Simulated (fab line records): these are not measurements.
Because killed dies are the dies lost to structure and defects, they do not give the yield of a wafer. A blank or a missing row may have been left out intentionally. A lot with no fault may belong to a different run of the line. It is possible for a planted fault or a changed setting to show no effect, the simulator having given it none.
The same fault as seen by 2 desks :: flow n5Finfet :: each desk holds nothing but its own numbers, with what lay behind them at the end

FOR THE TOOL OWNER'S DESK: rieDiel-01
The tool's own readings at N5_BEOL_M9_TRENCH_ETCH_37 (etches SiCOH lowk in C4F6/O2, target depth 151.43 nm, time 49 s): means of the sampled wafers that have a number, for each lot that ran on this tool. The brackets show how far a lot's mean lies from the usual mean; more than 4 standard deviations puts the lot out of limits, marked OUT.
Columns: A = drypumpMotorCurrentA at N5_BEOL_M9_TRENCH_ETCH_37, usual 6.0 A; B = oesProductAu at N5_BEOL_M9_TRENCH_ETCH_37, usual 0.80 a.u.; C = rfVppV at N5_BEOL_M9_TRENCH_ETCH_37, usual 666 V; D = showerheadPlenumPTorr at N5_BEOL_M9_TRENCH_ETCH_37, usual 2.81 Torr; E = throttleValvePct at N5_BEOL_M9_TRENCH_ETCH_37, usual 20.99 %
lot: L208
first seen here: day 11 04:47
A: 6.1
B: 0.78
C: 658
D: 2.81
E: 21.03

lot: L219
first seen here: day 13 18:38
A: 6.0
B: 0.65
C: 656
D: 2.83
E: 21.02

lot: L220
first seen here: day 14 07:11
A: 5.9
B: 0.78
C: 668
D: 2.83
E: 21.06

lot: L222
first seen here: day 14 10:28
A: 5.9
B: 0.68
C: 656
D: 2.83
E: 21.02
This desk found nothing out of limits on any of the 4 lots.

FROM THE METROLOGY DESK
What the gauges read, lot by lot, whatever tool the lot ran on: means of the sampled wafers that have a number. The brackets show how far a lot's mean lies from the usual mean; more than 4 standard deviations puts the lot out of limits, marked OUT. Of its 27 readings 7 are shown: the one that was out of limits first, and those that lie furthest out on some lot.
Columns: A = trenchDepthNm at N5_BEOL_M9_OCD_MEAS_38, usual 151.3 nm; B = M9_THK at N5_BEOL_M9_THK_MEAS_53, usual 138.5 nm; C = M9_RS at N5_BEOL_M9_RS_MEAS_57, usual 0.1506 ohm/sq; D = COMB_M5 at N5_BEOL_M15_RC_MEAS_101, usual 3.7e-11 S/m; E = SERP_M7 at N5_BEOL_M15_RC_MEAS_101, usual 13.9 ohm/um; F = SERP_M9 at N5_BEOL_M15_RC_MEAS_101, usual 3.05 ohm/um; G = SERP_M9_max_site at N5_BEOL_M15_RC_MEAS_101, usual 3.14 ohm/um
lot: L208
first seen here: day 11 04:57
A: 153.1
B: 141.7
C: 0.1482
D: 3.2e-11
E: 14.4
F: 2.99
G: 3.09

lot: L219
first seen here: day 13 18:49
A: 128.2 (-11) OUT
B: 119.8 (-6.7) OUT
C: 0.1879 (+13) OUT
D: 5.3e-11
E: 14.2
F: 3.82 (+11) OUT
G: 3.91 (+10) OUT

lot: L220
first seen here: day 14 07:22
A: 131.7 (-9.4) OUT
B: 117.4 (-7.5) OUT
C: 0.1884 (+13) OUT
D: 3.0e-11
E: 13.9
F: 3.74 (+10) OUT
G: 3.89 (+10) OUT

lot: L222
first seen here: day 14 10:38
A: 134.0 (-8.2) OUT
B: 121.5 (-6.1) OUT
C: 0.1802 (+11) OUT
D: 3.1e-11
E: 13.6
F: 3.63 (+8.5) OUT
G: 3.71 (+7.6) OUT

lot: L227
first seen here: day 15 11:25
A: 149.6
B: 138.7
C: 0.1524
D: 4.4e-11
E: 14.8
F: 3.10
G: 3.19
Finding of this desk: L219, L220, L222 out of limits; the first was L219 at day 13 18:49, on trenchDepthNm at N5_BEOL_M9_OCD_MEAS_38. Within limits: L208, L227.

TAKEN TOGETHER
Metrology desk: alarm possible at day 13 18:49 on L219, L220, L222.
The tool owner's desk saw nothing out of limits.
The tool owner's desk has L219, L220, L222 on record, within its limits.
Every lot named ran N5_BEOL_M9_TRENCH_ETCH_37 on rieDiel-01.

WHAT HAD BEEN PUT IN BY THE SIMULATOR
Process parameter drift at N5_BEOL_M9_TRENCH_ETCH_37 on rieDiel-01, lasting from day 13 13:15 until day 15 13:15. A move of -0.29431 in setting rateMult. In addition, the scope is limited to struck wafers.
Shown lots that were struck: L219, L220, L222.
Time in hours between the start of the fault and the first out-of-limits reading at each desk: metrology desk, 6.
